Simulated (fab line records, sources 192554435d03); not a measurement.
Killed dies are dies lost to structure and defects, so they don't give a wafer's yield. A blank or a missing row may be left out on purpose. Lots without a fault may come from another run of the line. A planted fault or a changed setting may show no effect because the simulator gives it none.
Chamber matching | flow n5_finfet | N5_BEOL_M3_STRIP_66 on rie_diel-04: 4 sister chambers
The step strips in CF4. 4 wafers are shown with their chamber, then 12 later ones without.

WAFERS WITH THEIR CHAMBER
wafer  | chamber | drypump_motor_current_A (A)
L080.5 | 3       | 5.4
L085.1 | 2       | 5.6
L085.2 | 0       | 6.3
L085.3 | 1       | 5.6

WAFERS WITHOUT THEIR CHAMBER
wafer  | drypump_motor_current_A (A)
L085.4 | 6.3
L085.5 | 5.6
L085.6 | 5.6
L087.2 | 5.6
L087.3 | 5.6
L087.6 | 5.5
L091.1 | 5.6
L091.4 | 5.5
L091.6 | 5.6
L094.2 | 5.5
L094.3 | 6.3
L094.4 | 5.6

WHICH CHAMBER EACH WENT THROUGH
wafer  | from the rows above          | in truth
L085.4 | 0                            | 0
L085.5 | can't be placed: 1 or 2      | 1
L085.6 | can't be placed: 1 or 2      | 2
L087.2 | can't be placed: 1 or 2      | 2
L087.3 | can't be placed: 1 or 2      | 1
L087.6 | can't be placed: 1 or 2 or 3 | 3
L091.1 | can't be placed: 1 or 2      | 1
L091.4 | can't be placed: 1 or 2 or 3 | 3
L091.6 | can't be placed: 1 or 2      | 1
L094.2 | can't be placed: 1 or 2 or 3 | 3
L094.3 | 0                            | 0
L094.4 | can't be placed: 1 or 2      | 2
Placed correctly: 2 of 12. Can't be placed from these rows: 10 (the true chamber is among the candidates in 10). Placed wrongly: 0.
How it was worked out, from the rows above alone: a wafer's distance from a chamber is the root of the sum, over the readings, of the square of ((its reading less the chamber's mean) divided by the reading's scatter). The wafer belongs to the nearest chamber; if the next one is less than 2 further off, it can't be placed. A chamber's mean is the mean of its shown wafers. The scatter: with one shown wafer a chamber, the root of the mean of the squares of how far each hidden wafer lies from its nearest shown one.
